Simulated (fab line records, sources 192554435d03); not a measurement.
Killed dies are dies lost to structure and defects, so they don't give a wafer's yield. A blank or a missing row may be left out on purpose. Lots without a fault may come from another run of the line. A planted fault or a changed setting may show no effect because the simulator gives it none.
fab line records | flow n5_finfet
record lots=7 wafers=21
route steps=1938 shown BEOL_M10@1470 BEOL_M11@1578 BEOL_M12@1649
start_h: hours from the record's first day to the start of the lot's first wafer shown | wait_h: hours since the lot's step before | " the same as in the row above | L1.1+2: a row that stands for several wafers | - no value, or no start given | * or withheld: withheld | < > ~ a bound
route shown NAME@n: a module of which the file shows steps, and the number in the route of the first | usual: mean/standard deviation of fault-free wafers | same: alike in all rows | chamber/n: place in a boat | sites: the reading at each site | _std_site: their standard deviation | _edge_site: outer sites' mean less inner sites' | radius_mm: how far each site lies from the wafer's centre | mask NAME#n: copy n | behind: the tool/chamber that last shaped the wafer | hold: why the lot was held/for how many hours/how that ended | device: the transistor (n, p or np) that didn't switch | end of line: the same wafers' tests at the end of the route | a step without rows: its recipe alone | killed: dies lost to structure and defects at the first sort, not the wafer's yield | map: a wafer's dies, x killed, . not, _ none there
set.NAME: the setting as run; set.NAME@STEP: as run at that earlier step | model.NAME: the simulator's own value behind a step, which no gauge read
lots whose settings were changed on purpose; a table a step, a row a wafer
## steps
# step N5_BEOL_M10_ILD_DEP_00
# recipe material=SiCOH_lowk target_thk_a=3085.1 temp_c=300 precursor=DEMS/porogen pressure_torr=5 rf_w=500 time_s=58
# columns lot.wafer tool chamber start_h wait_h set.time_s model.SiCOH_lowk_of_BEOL_M10_ILD_DEP_00.thk_nm
L074.1 pecvd-01 1 214.17 0.0 54.46 277.4
L074.3 " 0 " " 58 304.6
L074.6 " 1 " " 58 305.8
L076.2 pecvd-04 1 220.97 0.0 62.6 329.4
L076.3 " 1 " " 62.6 333.4
L076.4 " 0 " " 58 313.4
L078.4 pecvd-01 2 234.71 0.1 58 304.8
L078.5 " 1 " " 65.01 343
L078.6 " 0 " " 65.01 343.2
L082.2 pecvd-03 2 263.43 0.0 54.15 286.2
L082.4 " 1 " " 54.15 292.6
L082.6 " 2 " " 58 307.4
L084.2 pecvd-04 1 272.69 0.0 58 305.8
L084.4 " 1 " " 58 313.2
L084.6 " 0 " " 58 310.8
L085.3 pecvd-04 2 274.04 0.0 58 305.2
L085.4 " 2 " " 58 310.2
L085.5 " 0 " " 55.73 298.6
L093.1 pecvd-01 0 326.59 0.0 58 305.4
L093.4 " 2 " " 55.46 295.6
L093.6 " 1 " " 55.46 296
# step N5_BEOL_M10_CURE_71
# recipe temp_c=385 time_s=240 ambient=He/Ar material=SiCOH_lowk
# columns lot.wafer tool chamber start_h wait_h set.time_s@BEOL_M10_ILD_DEP_00 model.SiCOH_lowk_of_BEOL_M10_ILD_DEP_00.thk_nm
L074.1 uv_cure-01 1 214.28 0.1 54.46 240.6
L074.3 " 1 " " 58 264.6
L074.6 " 1 " " 58 265.6
L076.2 uv_cure-01 0 221.15 0.2 62.6 286.4
L076.3 " 0 " " 62.6 290
L076.4 " 0 " " 58 272.4
L078.4 uv_cure-03 0 235.00 0.3 58 264.8
L078.5 " 0 " " 65.01 298.6
L078.6 " 0 " " 65.01 298.8
L082.2 uv_cure-03 2 263.59 0.1 54.15 248.2
L082.4 " 2 " " 54.15 254
L082.6 " 2 " " 58 267
L084.2 uv_cure-03 0 272.84 0.1 58 265.6
L084.4 " 0 " " 58 272
L084.6 " 0 " " 58 270
L085.3 uv_cure-03 1 274.27 0.2 58 265.2
L085.4 " 1 " " 58 269.4
L085.5 " 1 " " 55.73 259.4
L093.1 uv_cure-02 1 326.67 0.0 58 265.2
L093.4 " 1 " " 55.46 256.6
L093.6 " 1 " " 55.46 256.8
# step N5_BEOL_M10_THK_MEAS_01
# recipe reads=SiCOH_lowk_of_BEOL_M10_ILD_DEP_00
# usual M10_ILD_THK=268/3.5
# columns lot.wafer tool chamber start_h wait_h set.time_s@BEOL_M10_ILD_DEP_00 M10_ILD_THK[nm]
L074.1 film_metro-01 - 214.79 0.4 54.46 241
L074.3 " - " " 58 264
L074.6 " - " " 58 266
L076.2 film_metro-01 - 221.59 0.4 62.6 286
L076.3 " - " " 62.6 290
L076.4 " - " " 58 272
L078.4 film_metro-02 - 235.28 0.2 58 265
L078.5 " - " " 65.01 299
L078.6 " - " " 65.01 299
L082.2 film_metro-02 - 264.02 0.4 54.15 248
L082.4 " - " " 54.15 254
L082.6 " - " " 58 267
L084.2 film_metro-01 - 273.28 0.4 58 266
L084.4 " - " " 58 272
L084.6 " - " " 58 270
L085.3 film_metro-01 - 274.63 0.3 58 265
L085.4 " - " " 58 269
L085.5 " - " " 55.73 259
L093.1 film_metro-02 - 327.18 0.4 58 265
L093.4 " - " " 55.46 257
L093.6 " - " " 55.46 257
# step N5_BEOL_M10_COAT_59
# recipe resist=SOC temp_c=250 time_s=60 spin_rpm=1500 resist_thk_nm=100
# columns lot.wafer tool chamber start_h wait_h set.spin_rpm model.SOC_of_BEOL_M10_COAT_59.thk_nm
L074.1 litho_track-02 0 217.33 0.1 1374 104.4
L074.3 " 0 " " 1374 104.6
L074.6 " 0 " " 1500 100
L076.2 litho_track-05 0 223.47 0.1 1602 97
L076.3+4 " 0 " " 1500 100.2
L078.4+6 litho_track-05 0 236.59 0.1 1500 100
L078.5 " 0 " " 1668 95
L082.2 litho_track-02 0 267.23 0.1 1500 99.8
L082.4+6 " 0 " " 1500 100
L084.2+4+6 litho_track-05 0 275.22 0.1 1500 100.4
L085.3 litho_track-02 0 275.63 0.1 1436 102.2
L085.4 " 0 " " 1500 100
L085.5 " 0 " " 1436 102
L093.1 litho_track-02 0 328.75 0.1 1586 96.8
L093.4 " 0 " " 1586 96.6
L093.6 " 0 " " 1500 99.2
# step N5_BEOL_M10_COAT_60
# recipe resist=SiARC temp_c=220 time_s=60 spin_rpm=1500 resist_thk_nm=30
# step N5_BEOL_M10_COAT_05
# recipe resist=CAR-ArF spin_rpm=1500 resist_thk_nm=90
# step N5_BEOL_M10_DESCUM_16
# recipe chemistry=O2 time_s=7.9 source_power_w=50 bias_power_w=20 pressure_mtorr=20 rf_frequency_hz=2.712e+07 temp_c=40 resist=CAR-ArF o2_flow_sccm=225
# step N5_BEOL_M10_ETCH_61
# recipe chemistry=CF4 target=SiARC target_depth_a=390 mask_material=CAR-ArF time_s=65 ion_energy_ev=80 pressure_mtorr=40 source_w=545 bias_w=36 Ar_flow_sccm=100 cf4_flow_sccm=100 ends=cleared
# step N5_BEOL_M10_ETCH_62
# recipe chemistry=N2/H2 target=SOC target_depth_a=1100 overetch_a=220 mask_material=SiARC temp_c=40 time_s=165 ion_energy_ev=200 pressure_mtorr=30 source_w=840 bias_w=150 n2_flow_sccm=200 h2_flow_sccm=200
# columns lot.wafer tool chamber start_h wait_h set.spin_rpm@BEOL_M10_COAT_59 model.etch.depth_nm
L074.1 rie_diel-02 3 217.77 0.0 1374 104.5
L074.3 " 0 " " 1374 104.6
L074.6 " 3 " " 1500 99.96
L076.2 rie_diel-04 3 224.05 0.0 1602 97.08
L076.3+4 " 0 " " 1500 100.2
L078.4 rie_diel-02 2 237.13 0.0 1500 100
L078.5 " 1 " " 1668 95
L078.6 " 2 " " 1500 99.92
L082.2 rie_diel-02 0 267.78 0.0 1500 99.87
L082.4 " 3 " " 1500 99.98
L082.6 " 1 " " 1500 100
L084.2+4+6 rie_diel-04 2,3,3 275.77 0.0 1500 100.4
L085.3 rie_diel-05 2 276.20 0.0 1436 102.2
L085.4 " 0 " " 1500 100
L085.5 " 0 " " 1436 102.1
L093.1 rie_diel-02 1 329.29 0.0 1586 96.81
L093.4 " 3 " " 1586 96.69
L093.6 " 2 " " 1500 99.18
# step N5_BEOL_M10_STRIP_68
# recipe chemistry=N2/H2 temp_c=40 n2_flow_sccm=200 h2_flow_sccm=200 rf_frequency_hz=6e+07
# step N5_BEOL_M10_STRIP_67
# recipe chemistry=CF4 resist=SiARC power_w=300 bias_power_w=75 pressure_mtorr=50 cf4_flow_sccm=150 rf_frequency_hz=6e+07
# step N5_BEOL_M10_HM_OPEN_17
# recipe chemistry=Cl2/BCl3 target_depth_a=200 overetch_a=60 target=TiN mask_material=SOC ion_energy_ev=150 pressure_mtorr=10 icp_w=1000 bias_w=126 Cl2_flow_sccm=53.25 bcl3_flow_sccm=21.75 Ar_flow_sccm=25
# columns lot.wafer tool chamber start_h wait_h set.spin_rpm@BEOL_M10_COAT_59 model.SOC_of_BEOL_M10_COAT_59.thk_nm
L074.1 rie_metal-02 1 217.96 0.0 1374 96.8
L074.3 " 1 " " 1374 97
L074.6 " 1 " " 1500 92.4
L076.2 rie_metal-03 1 224.24 0.0 1602 89.6
L076.3+4 " 0,1 " " 1500 92.6
L078.4 rie_metal-02 1 237.40 0.1 1500 92.6
L078.5 " 1 " " 1668 87.6
L078.6 " 1 " " 1500 92.4
L082.2+4 rie_metal-02 1 267.97 0.0 1500 92.4
L082.6 " 0 " " 1500 92.2
L084.2+6 rie_metal-02 1,0 275.95 0.0 1500 92.8
L084.4 " 1 " " 1500 93
L085.3 rie_metal-02 1 276.42 0.1 1436 94.8
L085.4 " 0 " " 1500 92.4
L085.5 " 0 " " 1436 94.4
L093.1 rie_metal-01 0 329.48 0.0 1586 89
L093.4 " 1 " " 1586 88.6
L093.6 " 0 " " 1500 91.2
# step N5_BEOL_M10_VIA_ETCH_34
# recipe chemistry=C4F6/O2 target=SiCOH_lowk target_depth_a=1845 mask_material=SOC taper_deg=4 time_s=69.2 ion_energy_ev=250 pressure_mtorr=30 source_w=345 bias_w=185 Ar_flow_sccm=300 C4F6_flow_sccm=10 O2_flow_sccm=10
# columns lot.wafer tool chamber start_h wait_h set.time_s model.etch.depth_nm model.SOC_of_BEOL_M10_COAT_63.thk_nm
L074.1 rie_diel-04 1 219.15 0.0 69.2 188.7 91.6
L074.3 " 3 " " 77.99 206.7 91
L074.6 " 0 " " 69.2 187.4 91.8
L076.2 rie_diel-05 1 226.82 0.0 74.73 202.2 90.8
L076.3 " 3 " " 74.73 201.1 91.2
L076.4 " 0 " " 69.2 186.5 92
L078.4 rie_diel-05 2 240.87 0.0 84.18 224.9 90.4
L078.5 " 1 " " 69.2 185.7 92
L078.6 " 0 " " 84.18 225.4 90.4
L082.2 rie_diel-05 2 270.08 0.0 69.2 185.7 92.4
L082.4 " 3 " " 69.2 182.1 92.4
L082.6 " 3 " " 69.2 185.2 92
L085.3 rie_diel-05 2 278.58 0.0 69.2 187.6 91.8
L085.4 " 0 " " 57.83 156.1 93.2
L085.5 " 3 " " 69.2 184.8 92
L084.2 rie_diel-02 0 278.70 0.0 69.2 178.4 92.4
L084.4 " 2 " " 69.2 182.2 92.2
L084.6 " 1 " " 69.2 184.5 92
L093.1 rie_diel-05 3 331.10 0.0 69.2 183.7 91.8
L093.4 " 0 " " 69.2 185.3 91.8
L093.6 " 2 " " 69.2 187.3 92
# step N5_BEOL_M10_TRENCH_ETCH_37
# recipe chemistry=C4F6/O2 target_depth_a=1488.3 target=SiCOH_lowk time_s=48 ion_energy_ev=250 pressure_mtorr=30 source_w=345 bias_w=185 Ar_flow_sccm=300 C4F6_flow_sccm=10 O2_flow_sccm=10
# usual rf_vpp_V=668/14
# columns lot.wafer tool chamber start_h wait_h set.source_w rf_vpp_V model.BEOL_M10.feature_depth_nm model.etch.depth_nm
L074.1 rie_diel-04 1 - - 392.4 631 160.4 160.3
L074.3 " 3 " " 345 669 147.2 147.2
L074.6 " 0 " " 345 690 152.2 152.1
L076.2 rie_diel-05 1 - - 345 665 151.2 151.2
L076.3 " 3 " " 397.2 624 157 157
L076.4 " 0 " " 397.2 614 157.6 157.6
L078.4 rie_diel-05 2 - - 345 656 149.6 149.6
L078.5 " 1 " " 345 663 151.8 151.7
L078.6 " 0 " " 345 658 148.2 148.3
L082.2 rie_diel-05 2 - - 393.6 611 159 159
L082.4 " 3 " " 345 670 148.6 148.6
L082.6 " 3 " " 345 669 148.2 148.3
L085.3 rie_diel-05 2 - - 345 655 149.8 149.7
L085.4 " 0 " " 345 657 149 149.1
L085.5 " 3 " " 345 670 148 148
L084.2 rie_diel-02 0 - - 345 685 144 144.1
L084.4 " 2 " " 345 644 145.6 145.5
L084.6 " 1 " " 345 664 145.2 145.2
L093.1 rie_diel-05 3 - - 327.2 687 143.6 143.5
L093.4 " 0 " " 345 658 148.6 148.7
L093.6 " 2 " " 327.2 673 145.8 145.8
# step N5_BEOL_M10_ETCH_41
# recipe chemistry=CH3F/O2 target=SiCN target_depth_a=426 taper_deg=2 time_s=86 ion_energy_ev=120 mask_material=TiN pressure_mtorr=30 source_w=395 bias_w=75 Ar_flow_sccm=150 CH3F_flow_sccm=30 O2_flow_sccm=20
# step N5_BEOL_M10_STRIP_77
# recipe chemistry=N2/H2 time_s=10 power_w=450 temp_c=40 pressure_mtorr=20 rf_frequency_hz=6e+07 bias_power_w=7 n2_flow_sccm=200 h2_flow_sccm=200
# step N5_BEOL_M10_OCD_MEAS_38
# usual trench_depth_nm=149.1/2.5
# columns lot.wafer tool chamber start_h wait_h set.source_w@BEOL_M10_TRENCH_ETCH_37 trench_depth_nm
L074.1 ocd-01 - 219.43 - 392.4 160.1
L074.3 " - " " 345 147.0
L074.6 " - " " 345 152.4
L076.2 ocd-02 - 227.11 - 345 151.1
L076.3 " - " " 397.2 156.7
L076.4 " - " " 397.2 157.9
L078.4 ocd-01 - 241.16 - 345 149.5
L078.5 " - " " 345 151.7
L078.6 " - " " 345 147.8
L082.2 ocd-02 - 270.37 - 393.6 158.6
L082.4 " - " " 345 149.3
L082.6 " - " " 345 147.9
L085.3 ocd-01 - 278.86 - 345 149.8
L085.4 " - " " 345 149.0
L085.5 " - " " 345 148.0
L084.2 ocd-01 - 278.98 - 345 143.9
L084.4 " - " " 345 145.6
L084.6 " - " " 345 145.3
L093.1 ocd-01 - 331.39 - 327.2 143.2
L093.4 " - " " 345 148.3
L093.6 " - " " 327.2 145.9
# step N5_BEOL_M10_HM_STRIP_39
# recipe chemistry=peroxide_tin_strip material=TiN target_depth_a=250 temp_c=50 time_s=158
# step N5_BEOL_M10_SRD_40
# recipe time_s=30 temp_c=23 rinse_liquid=diw dry=ipa_marangoni
# step N5_BEOL_M10_ECD_50
# recipe material=Cu target_thk_a=3180
# step N5_BEOL_M10_ANNEAL_51
# recipe temp_c=225 time_s=90 ambient=N2
# step N5_BEOL_M10_CMP_52
# recipe stop_on=SiCOH_lowk t_overpolish_s=7 down_force_psi=1 platen_rpm=50 clearing_platen_down_force_psi=1.5 clearing_platen_rpm=50 post_cmp_clean=cu_alkaline target_thk_nm=140 clearing_platen_pad_velocity_m_s=0.99484 pad_velocity_m_s=0.99484
# columns lot.wafer tool chamber start_h wait_h set.source_w@BEOL_M10_TRENCH_ETCH_37 model.Cu_of_BEOL_M10_ECD_50.thk_nm
L074.3 cmp-04 1 223.79 0.2 345 137.8
L074.1 " 0 " " 392.4 150.8
L074.6 " 1 " " 345 143.8
L076.3 cmp-02 0 229.05 0.2 397.2 148.8
L076.2 " 2 " " 345 141.4
L076.4 " 3 " " 397.2 149
L078.4 cmp-03 2 243.64 0.2 345 141.2
L078.6 " 1 " " 345 139.2
L078.5 " 2 " " 345 141.8
L082.4 cmp-04 0 273.00 0.1 345 141
L082.2 " 2 " " 393.6 150
L082.6 " 1 " " 345 140.6
L085.3 cmp-03 1 280.93 0.2 345 139.6
L085.4 " 3 " " 345 139
L085.5 " 1 " " 345 138.4
L084.4 cmp-02 2 282.07 0.1 345 135.6
L084.2 " 1 " " 345 135.2
L084.6 " 3 " " 345 137.6
L093.1 cmp-04 1 333.89 0.3 327.2 134.2
L093.4 " 3 " " 345 139.2
L093.6 " 0 " " 327.2 137.8
# step N5_BEOL_M10_THK_MEAS_53
# recipe thk_meas_gauge=xrf reads=Cu_of_BEOL_M10_ECD_50
# usual M10_THK=142.0/2.9
# columns lot.wafer tool chamber start_h wait_h set.source_w@BEOL_M10_TRENCH_ETCH_37 M10_THK[nm]
L074.1 film_metro-01 - 224.08 - 392.4 153.3
L074.3 " - " " 345 139.9
L074.6 " - " " 345 145.9
L076.2 film_metro-02 - 229.35 - 345 143.4
L076.3 " - " " 397.2 150.3
L076.4 " - " " 397.2 151.3
L078.4 film_metro-02 - 243.90 - 345 141.2
L078.5 " - " " 345 142.0
L078.6 " - " " 345 139.8
L082.2 film_metro-02 - 273.30 - 393.6 151.1
L082.4 " - " " 345 142.7
L082.6 " - " " 345 141.3
L085.3 film_metro-01 - 281.23 - 345 141.0
L085.4 " - " " 345 140.2
L085.5 " - " " 345 140.0
L084.2 film_metro-02 - 282.37 - 345 136.9
L084.4 " - " " 345 137.6
L084.6 " - " " 345 139.0
L093.1 film_metro-02 - 334.15 - 327.2 135.2
L093.4 " - " " 345 140.7
L093.6 " - " " 327.2 139.3
# step N5_BEOL_M10_PRE_CLEAN_55
# recipe gas=NH3 time_s=15 temp_c=withheld rf_power_w=300
# step N5_BEOL_M10_DEP_56
# recipe material=SiCN target_thk_a=150 temp_c=withheld precursor=3MS/NH3 pressure_torr=3 rf_w=202 time_s=26.5
# step N5_BEOL_M10_RS_MEAS_57
# recipe thk_meas_gauge=four-point-probe reads=Cu_of_BEOL_M10_ECD_50+Co_of_BEOL_M10_CVD_75+TaN_of_BEOL_M10_ALD_74
# usual M10_RS=0.151/0.0032
# columns lot.wafer tool chamber start_h wait_h set.source_w@BEOL_M10_TRENCH_ETCH_37 M10_RS[ohm/sq]
L074.1 film_metro-01 - 224.22 0.1 392.4 0.139
L074.3 " - " " 345 0.153
L074.6 " - " " 345 0.146
L076.2 film_metro-01 - 229.52 0.1 345 0.149
L076.3 " - " " 397.2 0.141
L076.4 " - " " 397.2 0.141
L078.4 film_metro-02 - 244.04 0.0 345 0.149
L078.5 " - " " 345 0.149
L078.6 " - " " 345 0.152
L082.2 film_metro-02 - 273.43 0.1 393.6 0.140
L082.4 " - " " 345 0.150
L082.6 " - " " 345 0.150
L085.3 film_metro-02 - 281.37 0.1 345 0.152
L085.4 " - " " 345 0.152
L085.5 " - " " 345 0.153
L084.2 film_metro-01 - 282.51 0.1 345 0.157
L084.4 " - " " 345 0.157
L084.6 " - " " 345 0.154
L093.1 film_metro-01 - 334.28 0.1 327.2 0.158
L093.4 " - " " 345 0.152
L093.6 " - " " 327.2 0.154
# step N5_BEOL_M11_TRENCH_ETCH_37
# recipe chemistry=C4F6/O2 target_depth_a=1488.3 target=SiCOH_lowk time_s=48 ion_energy_ev=250 pressure_mtorr=30 source_w=345 bias_w=185 Ar_flow_sccm=300 C4F6_flow_sccm=10 O2_flow_sccm=10
# columns lot.wafer tool chamber start_h wait_h set.time_s model.BEOL_M11.feature_depth_nm model.etch.depth_nm
L076.2 rie_diel-01 0 - - 48 153.2 153.2
L076.3 " 3 " " 53.65 160.8 160.9
L076.4 " 1 " " 48 148 148.1
L074.1 rie_diel-06 2 - - 56.74 178.4 178.3
L074.3 " 0 " " 48 147 147
L074.6 " 0 " " 56.74 172.4 172.5
L078.4 rie_diel-03 2 - - 48 156 156
L078.5 " 1 " " 48 148.2 148.3
L078.6 " 0 " " 42.36 135.2 135.2
L082.2 rie_diel-03 3 - - 48 149.2 149.2
L082.4 " 0 " " 48 150.2 150.2
L082.6 " 0 " " 53.97 169.6 169.6
L085.3 rie_diel-06 0 - - 48 144.8 144.9
L085.4+5 " 3,2 " " 48 148.4 148.4
L084.2 rie_diel-03 0 - - 48 151 151
L084.4 " 2 " " 48 153 153
L084.6 " 2 " " 48 154.2 154.2
L093.1 rie_diel-06 0 - - 40.68 124.2 124.1
L093.4 " 1 " " 40.68 128 127.9
L093.6 " 1 " " 40.68 129.2 129.2
# step N5_BEOL_M11_ETCH_41
# recipe chemistry=CH3F/O2 target=SiCN target_depth_a=426 taper_deg=2 time_s=86 ion_energy_ev=120 mask_material=TiN pressure_mtorr=30 source_w=395 bias_w=75 Ar_flow_sccm=150 CH3F_flow_sccm=30 O2_flow_sccm=20
# step N5_BEOL_M11_STRIP_77
# recipe chemistry=N2/H2 time_s=10 power_w=450 temp_c=40 pressure_mtorr=20 rf_frequency_hz=6e+07 bias_power_w=7 n2_flow_sccm=200 h2_flow_sccm=200
# step N5_BEOL_M11_OCD_MEAS_38
# usual trench_depth_nm=149.2/3
# columns lot.wafer tool chamber start_h wait_h set.time_s@BEOL_M11_TRENCH_ETCH_37 trench_depth_nm
L076.2 ocd-02 - 233.39 - 48 153.0
L076.3 " - " " 53.65 160.5
L076.4 " - " " 48 148.3
L074.1 ocd-01 - 234.41 - 56.74 178.9
L074.3 " - " " 48 147.0
L074.6 " - " " 56.74 172.5
L078.4 ocd-01 - 249.41 - 48 155.6
L078.5 " - " " 48 147.9
L078.6 " - " " 42.36 135.5
L082.2 ocd-02 - 278.34 - 48 148.7
L082.4 " - " " 48 150.4
L082.6 " - " " 53.97 170.0
L085.3 ocd-01 - 291.01 - 48 144.9
L085.4 " - " " 48 149.0
L085.5 " - " " 48 147.7
L084.2 ocd-02 - 294.91 - 48 151.2
L084.4 " - " " 48 152.8
L084.6 " - " " 48 154.0
L093.1 ocd-01 - 339.60 - 40.68 123.7
L093.4 " - " " 40.68 127.7
L093.6 " - " " 40.68 129.7
# step N5_BEOL_M12_SPUTTER_44
# recipe material=Ta target_thk_a=100 temp_c=50 bias_v=80 power_w=15000 chamber_pressure_pa=0.07 time_s=16.13
# columns lot.wafer tool chamber start_h wait_h set.time_s model.Ta_of_BEOL_M12_SPUTTER_44.thk_nm
L076.2 pvd_sputter-02 - 243.28 0.0 16.13 9.8
L076.3+4 " - " " 17.44 10.6
L074.1+6 pvd_sputter-02 - 243.68 0.0 14.56 9.2
L074.3 " - " " 16.13 10
L078.4+5 pvd_sputter-02 - 260.78 0.0 16.13 10
L078.6 " - " " 16.13 9.8
L082.2+4 pvd_sputter-02 - 298.34 0.0 13.8 8.6
L082.6 " - " " 16.13 9.8
L085.3 pvd_sputter-01 - 300.10 0.0 16.13 10.2
L085.4 " - " " 16.13 10
L085.5 " - " " 14.53 9
L084.2+6 pvd_sputter-01 - 302.48 0.0 16.13 10.2
L084.4 " - " " 16.13 9.8
L093.1+4+6 pvd_sputter-03 - 346.83 0.0 16.13 10.2
## key
split step=N5_BEOL_M10_ILD_DEP_00 setting=time_s stated=58 by=wafer
response step=N5_BEOL_M10_ILD_DEP_00 reading=model.SiCOH_lowk_of_BEOL_M10_ILD_DEP_00.thk_nm change=+2.99 per=1% r=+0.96
response step=N5_BEOL_M10_CURE_71 reading=model.SiCOH_lowk_of_BEOL_M10_ILD_DEP_00.thk_nm change=+2.64 per=1% r=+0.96
response step=N5_BEOL_M10_THK_MEAS_01 reading=M10_ILD_THK change=+2.65 per=1% r=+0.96
split step=N5_BEOL_M10_COAT_59 setting=spin_rpm stated=1500 by=wafer
response step=N5_BEOL_M10_COAT_59 reading=model.SOC_of_BEOL_M10_COAT_59.thk_nm change=-0.473 per=1% r=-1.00
response step=N5_BEOL_M10_ETCH_62 reading=model.etch.depth_nm change=-0.471 per=1% r=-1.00
response step=N5_BEOL_M10_HM_OPEN_17 reading=model.SOC_of_BEOL_M10_COAT_59.thk_nm change=-0.464 per=1% r=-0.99
split step=N5_BEOL_M10_VIA_ETCH_34 setting=time_s stated=69.2 by=wafer
response step=N5_BEOL_M10_VIA_ETCH_34 reading=model.etch.depth_nm change=+1.77 per=1% r=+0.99
response step=N5_BEOL_M10_VIA_ETCH_34 reading=model.SOC_of_BEOL_M10_COAT_63.thk_nm change=-0.0756 per=1% r=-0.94
split step=N5_BEOL_M10_TRENCH_ETCH_37 setting=source_w stated=345 by=wafer
response step=N5_BEOL_M10_TRENCH_ETCH_37 reading=rf_vpp_V change=-3.56 per=1% r=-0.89
response step=N5_BEOL_M10_TRENCH_ETCH_37 reading=model.BEOL_M10.feature_depth_nm change=+0.636 per=1% r=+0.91
response step=N5_BEOL_M10_TRENCH_ETCH_37 reading=model.etch.depth_nm change=+0.637 per=1% r=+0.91
response step=N5_BEOL_M10_OCD_MEAS_38 reading=trench_depth_nm change=+0.616 per=1% r=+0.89
response step=N5_BEOL_M10_CMP_52 reading=model.Cu_of_BEOL_M10_ECD_50.thk_nm change=+0.618 per=1% r=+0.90
response step=N5_BEOL_M10_THK_MEAS_53 reading=M10_THK change=+0.62 per=1% r=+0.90
response step=N5_BEOL_M10_RS_MEAS_57 reading=M10_RS change=-0.00069 per=1% r=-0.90
split step=N5_BEOL_M11_TRENCH_ETCH_37 setting=time_s stated=48 by=wafer
response step=N5_BEOL_M11_TRENCH_ETCH_37 reading=model.BEOL_M11.feature_depth_nm change=+1.42 per=1% r=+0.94
response step=N5_BEOL_M11_TRENCH_ETCH_37 reading=model.etch.depth_nm change=+1.42 per=1% r=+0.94
response step=N5_BEOL_M11_OCD_MEAS_38 reading=trench_depth_nm change=+1.42 per=1% r=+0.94
split step=N5_BEOL_M12_SPUTTER_44 setting=time_s stated=16.13 by=wafer
response step=N5_BEOL_M12_SPUTTER_44 reading=model.Ta_of_BEOL_M12_SPUTTER_44.thk_nm change=+0.0909 per=1% r=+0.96
